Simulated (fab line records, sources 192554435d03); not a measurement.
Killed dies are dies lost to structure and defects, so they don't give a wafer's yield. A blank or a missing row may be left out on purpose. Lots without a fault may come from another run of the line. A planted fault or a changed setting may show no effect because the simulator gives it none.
Chamber matching | flow n5_finfet | N5_FIN_SAQP_PECVD_06 on pecvd-01: 3 sister chambers
The step deposits a-Si from SiH4/He, target thk 60 nm, time 48.1 s. 6 wafers are shown with their chamber, then 9 later ones without.

WAFERS WITH THEIR CHAMBER
wafer  | chamber | throttle_valve_pct (%) | showerhead_plenum_p_Torr (Torr)
L078.5 | 1       | 19.2                   | 5.63
L082.4 | 1       | 19.1                   | 5.62
L082.6 | 0       | 17.6                   | 5.74
L085.1 | 0       | 17.7                   | 5.74
L085.3 | 2       | 17.4                   | 5.65
L085.5 | 2       | 17.3                   | 5.65

WAFERS WITHOUT THEIR CHAMBER
wafer  | throttle_valve_pct (%) | showerhead_plenum_p_Torr (Torr)
L086.1 | 17.2                   | 5.65
L086.2 | 19.5                   | 5.63
L086.3 | 17.8                   | 5.74
L090.3 | 19.3                   | 5.64
L090.4 | 19.2                   | 5.62
L090.6 | 17.5                   | 5.64
L094.1 | 19.0                   | 5.64
L094.2 | 17.5                   | 5.65
L094.4 | 17.3                   | 5.63

WHICH CHAMBER EACH WENT THROUGH
wafer  | from the rows above | in truth
L086.1 | 2                   | 2
L086.2 | 1                   | 1
L086.3 | 0                   | 0
L090.3 | 1                   | 1
L090.4 | 1                   | 1
L090.6 | 2                   | 2
L094.1 | 1                   | 1
L094.2 | 2                   | 2
L094.4 | 2                   | 2
Placed correctly: 9 of 9. Can't be placed from these rows: 0. Placed wrongly: 0.
How it was worked out, from the rows above alone: a wafer's distance from a chamber is the root of the sum, over the readings, of the square of ((its reading less the chamber's mean) divided by the reading's scatter). The wafer belongs to the nearest chamber; if the next one is less than 2 further off, it can't be placed. A chamber's mean is the mean of its shown wafers. The scatter: the root of (the sum of the squares of (reading less its chamber's mean) over the shown wafers, divided by (wafers less chambers)).
